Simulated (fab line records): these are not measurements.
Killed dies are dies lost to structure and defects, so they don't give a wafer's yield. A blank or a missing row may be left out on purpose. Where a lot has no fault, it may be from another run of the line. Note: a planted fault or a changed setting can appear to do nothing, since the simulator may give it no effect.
The tool behind it: which one? ; flow nand_harc ; 39 wafers from 13 lots sampled at 5 of the route's 1302 steps

## WHAT THE GAUGES READ, wafer by wafer
NHARC_END_SORT_01. Usual: defect_limited_yield 91.6 %, standard deviation 2.6; killed_at_array 51, standard deviation 17; killed_at_other 1.6, standard deviation 2.1; killed_at_periphery 4, standard deviation 3.2; killed_dies 57, standard deviation 18; killed_open 2.9, standard deviation 1.7; killed_short 2.3, standard deviation 1.3; sort_bin_2_pct 3.0 %, standard deviation 1.2; sort_bin_3_pct 0.7 %, standard deviation 0.43; sort_bin_4_pct 4.7 %, standard deviation 1.4; sort_n_pass 620, standard deviation 18; sort_rim_yield_pct 87 %, standard deviation 4.8; sort_yield_pct 91.6 %, standard deviation 2.6.
lot;measured;on;defect_limited_yield (%);killed_at_array;killed_at_other;killed_at_periphery;killed_dies;killed_open;killed_short;sort_bin_2_pct (%);sort_bin_3_pct (%);sort_bin_4_pct (%);sort_n_pass;sort_rim_yield_pct (%);sort_yield_pct (%);flag
L210;day 32 18:28;prober-01;90.7 91.6 84.6;54 50 49;6 5 4;3 2 51;63 57 104;2 1 3;2 3 1;2.5 3.0 5.3;1.2 0.4 3.8;5.6 5.0 6.2;614 620 573;83 88 76;90.7 91.6 84.6;OFF

## EACH LOT AND THE TOOL THAT RAN IT (in order: tool; ch and the chambers of the sampled wafers; start)
lot;NHARC_P_M2_STRIP_19;NHARC_THIN_TSV_CMP_21;NHARC_THIN_TSV_DEGAS_53;NHARC_THIN_TSV_PRE_CLEAN_54
L191;wet_bench-08 ch 0,2,4, day 6 13:31;cmp-02 ch 0,1,2, day 24 05:01;pvd_sputter-01, day 24 05:22;pvd_sputter-01, day 24 05:28
L192;wet_bench-10 ch 4,5,7, day 6 14:52;cmp-03 ch 0,1,2, day 24 12:32;pvd_sputter-01, day 24 13:00;pvd_sputter-01, day 24 13:04
L193;wet_bench-08 ch 1,4,7, day 7 18:02;cmp-02 ch 0,1,3, day 25 01:38;pvd_sputter-01, day 25 02:05;pvd_sputter-01, day 25 02:08
L195;wet_bench-08 ch 0,1,5, day 8 05:25;cmp-03 ch 0,1,3, day 25 00:13;pvd_sputter-03, day 25 00:41;pvd_sputter-03, day 25 00:45
L197;wet_bench-08 ch 1,2,6, day 8 19:30;cmp-02 ch 0,1, day 26 16:44;pvd_sputter-02, day 26 17:12;pvd_sputter-02, day 26 17:16
L198;wet_bench-08 ch 3,5,6, day 9 13:52;cmp-04 ch 1,2,3, day 27 02:10;pvd_sputter-01, day 27 02:36;pvd_sputter-01, day 27 02:40
L199;wet_bench-10 ch 2,4,5, day 9 14:19;cmp-04 ch 0,2,3, day 27 03:22;pvd_sputter-03, day 27 03:47;pvd_sputter-03, day 27 03:52
L200;wet_bench-10 ch 4,5,7, day 10 03:13;cmp-04 ch 0,2, day 28 15:22;pvd_sputter-03, day 28 15:52;pvd_sputter-03, day 28 15:58
L201;wet_bench-08 ch 3,4,5, day 10 15:21;cmp-02 ch 1,2,3, day 28 19:59;pvd_sputter-03, day 28 20:26;pvd_sputter-03, day 28 20:32
L202;wet_bench-10 ch 3,6,7, day 10 22:58;cmp-02 ch 0,2,3, day 28 14:08;pvd_sputter-02, day 28 14:31;pvd_sputter-02, day 28 14:37
L204;wet_bench-08 ch 4,5,7, day 11 21:10;cmp-02 ch 1,2,3, day 29 15:01;pvd_sputter-01, day 29 15:26;pvd_sputter-01, day 29 15:31
L210;wet_bench-10 ch 1,4,7, day 14 08:49;cmp-03 ch 2,3, day 32 07:42;pvd_sputter-03, day 32 08:11;pvd_sputter-03, day 32 08:16
L213;wet_bench-08 ch 0,1,5, day 15 17:58;cmp-02 ch 1,2, day 32 18:59;pvd_sputter-03, day 32 19:25;pvd_sputter-03, day 32 19:29
- NHARC_P_M2_STRIP_19: strips in post etch residue remover, time 600 s.
- NHARC_THIN_TSV_CMP_21: polishes, t overpolish 30 s, target thk 2000 nm.
- NHARC_THIN_TSV_DEGAS_53: time 60 s.
- NHARC_THIN_TSV_PRE_CLEAN_54: time 30 s.

## WHAT THE TOOLS THEMSELVES READ (means of the sampled wafers that have a number; where no wafer has one, the mark that the record gives instead)
NHARC_THIN_TSV_CMP_21. Usual: motor_current_A 12.1 A, standard deviation 1.4; overpolish_run_s 29.999 s, standard deviation 0.009; slurry_filter_dp_kPa 13.50 kPa, standard deviation 0.13.
lot;tool;motor_current_A (A);overpolish_run_s (s);slurry_filter_dp_kPa (kPa);flag
L191;cmp-02;11.3;29.992;13.51;
L192;cmp-03;12.3;30.009;13.49;
L193;cmp-02;11.2;30.008;13.53;
L195;cmp-03;13.6;29.999;13.54;
L197;cmp-02;11.4;29.997;13.50;
L198;cmp-04;12.4;29.998;13.59;
L199;cmp-04;12.8;29.988;13.60;
L200;cmp-04;12.5;30.001;13.53;
L201;cmp-02;12.6;29.996;13.54;
L202;cmp-02;11.2;29.999;13.51;
L204;cmp-02;12.5;29.995;13.54;
L210;cmp-03;12.6;30.002;13.56;
L213;cmp-02;12.4;29.998;13.53;

NHARC_THIN_TSV_DEGAS_53. Usual: 460 W for heater_power_w, sd 48.
lot;tool;heater_power_w (W);flag
L191;pvd_sputter-01;383;
L192;pvd_sputter-01;423;
L193;pvd_sputter-01;439;
L195;pvd_sputter-03;472;
L197;pvd_sputter-02;487;
L198;pvd_sputter-01;439;
L199;pvd_sputter-03;472;
L200;pvd_sputter-03;476;
L201;pvd_sputter-03;464;
L202;pvd_sputter-02;473;
L204;pvd_sputter-01;415;
L210;pvd_sputter-03;498;
L213;pvd_sputter-03;491;

NHARC_THIN_TSV_PRE_CLEAN_54. Usual: 403 W for heater_power_w, sd 41.
lot;tool;heater_power_w (W);flag
L191;pvd_sputter-01;367;
L192;pvd_sputter-01;377;
L193;pvd_sputter-01;331;
L195;pvd_sputter-03;411;
L197;pvd_sputter-02;433;
L198;pvd_sputter-01;347;
L199;pvd_sputter-03;421;
L200;pvd_sputter-03;421;
L201;pvd_sputter-03;426;
L202;pvd_sputter-02;422;
L204;pvd_sputter-01;349;
L210;pvd_sputter-03;425;
L213;pvd_sputter-03;437;

## THE ANSWER, worked out from the rows above alone
Rule: a lot counts as off when the mean over its wafers that have a number is more than 3 standard deviations away from the usual mean. Also off: a lot with no number at a reading for which 4 or more lots have one. All remaining lots with rows at the step are treated as sound. After the gauges, taken in route order, come the tools' own readings; for these a lot's mean is taken, as printed above. At the first step where some lot is off, the reading lying furthest off is the one used; lots without a number count as furthest.
Off, at NHARC_END_SORT_01 on killed_at_periphery: L210. Neither off nor sound, because the step has no rows for them: L191, L192, L193, L195, L197, L198, L199, L200, L201, L202, L204, L213.
A tool fits if, at a process step before that reading, it ran every lot that is off, and no sound lot after the first of them. Those tools and the gauges at NHARC_END_SORT_01 are tried in the same way. Can't be told from this: 4 tools fit, wet_bench-10 at NHARC_P_M2_STRIP_19, cmp-03 at NHARC_THIN_TSV_CMP_21, pvd_sputter-03 at NHARC_THIN_TSV_DEGAS_53 and NHARC_THIN_TSV_PRE_CLEAN_54, prober-01 at NHARC_END_SORT_01.

## WHAT THE SIMULATOR HAD INSERTED
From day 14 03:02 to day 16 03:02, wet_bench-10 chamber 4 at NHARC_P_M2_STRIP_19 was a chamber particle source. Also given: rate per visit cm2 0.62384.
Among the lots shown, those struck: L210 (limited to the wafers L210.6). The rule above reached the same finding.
